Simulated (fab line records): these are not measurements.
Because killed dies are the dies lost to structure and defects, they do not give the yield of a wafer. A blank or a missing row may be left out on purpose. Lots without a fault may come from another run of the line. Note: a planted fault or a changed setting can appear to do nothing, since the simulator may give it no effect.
A lot that was struck, set against a sound lot || flow n5-finfet || 34 out of 1938 route steps
Sound: these wafers, L606.1, L606.3, L606.5. Struck: wafer L600.3; the same lot's L600.1 was not struck, so it is left out; see the end for the cause.
Order at every step that has rows: each side's tool, ch and its chambers, its first start. Under that, the readings that differ: sound wafers || struck wafers || difference of the means || sigmas: that difference in standard deviations of wafers without a fault.
alike: words and numbers the same on both sides, and readings whose means are apart by under 2 such deviations; not compared: readings that were withheld, readings missing a value for some wafer, numbers with overlapping values and no deviation given by the record, and bounds like >300 which may hide the same value.
The two part at a step that has a row with sigmas, a row that says differs or no value, or rows on one side only. When numbers do not overlap yet have no deviation, they are printed without sigmas and do not part them. A reading that every wafer of one side lacks parts them only if that side has two wafers or more.

first, 9 steps without rows for these wafers: N5_SD_EPI_P_DEVELOP_08 (develop time 30 s); N5_SD_EPI_P_DESCUM_14 (chemistry O2, time 7.9 s); N5_SD_EPI_P_ETCH_36 (etches SiARC in CF4, target depth 45.5 nm, time 75.8 s); N5_SD_EPI_P_ETCH_37 (etches SOC in N2/H2, overetch 108 nm, time 486 s); N5_SD_EPI_P_STRIP_38 (strips in N2/H2); N5_SD_EPI_P_ETCHBACK_46 (etches SiNx in CH3F/O2, stops on SiO2, target depth 17.5 nm); N5_SD_EPI_P_ETCH_47 (etches SiOCN in CH3F/O2, target depth 25 nm); N5_SD_EPI_P_ETCH_16 (etches SiO2 in CHF3/O2, target depth 5 nm); N5_SD_EPI_P_STRIP_50 (strips in CHF3/O2).
N5_SD_EPI_P_SD_RECESS_17: chemistry HBr/Cl2/O2, target depth 39.1 nm, bt time 3 s.
  sound on rie-si-03 ch 0,1, day 9 03:22; struck on rie-si-01 ch 2, day 7 12:16
{"reading": "throttle-valve-pct (%)", "sound": "37.9 38.3 37.9", "struck": 36.8, "difference": -1.2, "sigmas": -3}
{"reading": "model.etch.depth-nm (nm)", "sound": "39 38.25 39.02", "struck": 53.85, "difference": "+15.09", "sigmas": ""}
{"reading": "model.SD_EPI_P.feature-depth-nm (nm)", "sound": "39 38.2 39", "struck": 53.8, "difference": "+15.1", "sigmas": ""}
  alike: drypump-motor-current-A, oes-product-au
  not compared: rf-hours-counter-h
then, 22 steps without rows for these wafers: N5_SD_EPI_P_WET_ETCH_45 (etches SiO2 in dHF, time 10.7 s, target depth 2 nm, rinse time 30 s); N5_SD_EPI_P_STRIP_40 (strips in N2/H2); N5_SD_EPI_P_PRECLEAN_52 (cleans in O3/DIW, time 60 s); N5_SD_EPI_P_SRD_20 (time 30 s); N5_SD_EPI_P_PRECLEAN_51 (cleans in NF3:NH3, afs cycles 1, time 20 s, sublimation time 60 s); N5_SD_EPI_P_VAPOR_ETCH_44 (etches SiGe30 in NF3/Ar, time 3.3 s); N5_SD_EPI_P_EPI_21 (deposits SiGe:B, time 355 s); N5_SD_EPI_P_HM_STRIP_48 (strips SiNx in H3PO4, material SiNx, target depth 3 nm); N5_SD_EPI_P_SRD_49 (time 30 s); N5_SD_EPI_P_PRECLEAN_24 (cleans in O3/DIW, time 45 s); N5_SD_EPI_P_PRECLEAN_32 (cleans in dHF, time 10 s); N5_SD_EPI_P_PRECLEAN_33 (cleans in SC2, time 45 s); N5_SD_EPI_P_SRD_25 (time 30 s); N5_SD_ACTIVATION_RTA_00 (time 0 s); N5_SD_ACTIVATION_LSA_01 (time 0.0008 s); N5_ILD0_LINER_00 (material SiNx, target thk 4 nm, pulse time 1 s, purge time 2 s); N5_ILD0_FCVD_FILL_01 (material SiO2 flowable, target thk 200 nm, time 328.3 s); N5_ILD0_CURE_02 (time 1800 s); N5_ILD0_CMP_03 (polishes, stops on SiNx, t overpolish 1.9 s, target thk 197.38 nm); N5_ILD0_CMP_07 (polishes SiO2 flowable, stops on poly-Si, t overpolish 1.18 s, target thk 138.88 nm); N5_ILD0_PRECLEAN_10 (cleans in NF3:NH3, afs cycles 5, time 20 s, sublimation time 60 s); N5_ILD0_ALD_15 (deposits SiNx, target thk 24 nm, pulse time 1 s, ald cycles 480).
-- the record jumps here: 6 days lie between the struck wafers' starts before and after (it left off in module ILD0 and takes up again in module BEOL_M4, whose first step shown is number 1111 of the route) --
N5_BEOL_M4_RC_MEAS_101:
  sound on prober-02 ch 0, day 14 08:19; struck on prober-01 ch 0, day 13 18:59
  alike: DIBL_N, IOFF_N, ION_N, SS_N, VT_N
  not compared: DIBL_P, IOFF_P, IOFF_P_85C, IOFF_P_LIN, ION_P, SS_P, VT_P
-- the record jumps here: 5 days lie between the struck wafers' starts before and after (it left off in module BEOL_M4 and takes up again in module PASSIVATION, whose first step shown is number 1936 of the route) --
N5_PASSIVATION_PROBE_49:
  sound on prober-02 at day 19 04:39; struck on prober-01 at day 18 11:41
{"reading": "killed-at-front-end", "sound": "43 43 39", "struck": 68, "difference": "+26", "sigmas": "+2"}
{"reading": "sort_bin_4_leakage (%)", "sound": "0 0 0", "struck": 89.07, "difference": "+89.07", "sigmas": "+99 or more"}
{"reading": "sort-n-pass", "sound": "1060 1079 1062", "struck": 0, "difference": -1067, "sigmas": -63}
{"reading": "sort-yield-pct (%)", "sound": "89.8 91.4 90.0", "struck": 0, "difference": -90, "sigmas": -65}
  alike: defect-limited-yield, killed_at_M0_to_M3, killed_at_M4_up, killed-at-contacts, killed-at-other, killed-dies, killed-open, killed-short, sort_bin_5_function, sort_bin_6_memory

## WHERE THEY PART
Last at N5_PASSIVATION_PROBE_49 as far as this record goes, first at N5_SD_EPI_P_SD_RECESS_17.

WHY: whatever the simulator had introduced
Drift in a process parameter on rie-si-01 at N5_SD_EPI_P_SD_RECESS_17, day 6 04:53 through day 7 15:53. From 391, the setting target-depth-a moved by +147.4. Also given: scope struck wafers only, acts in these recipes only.
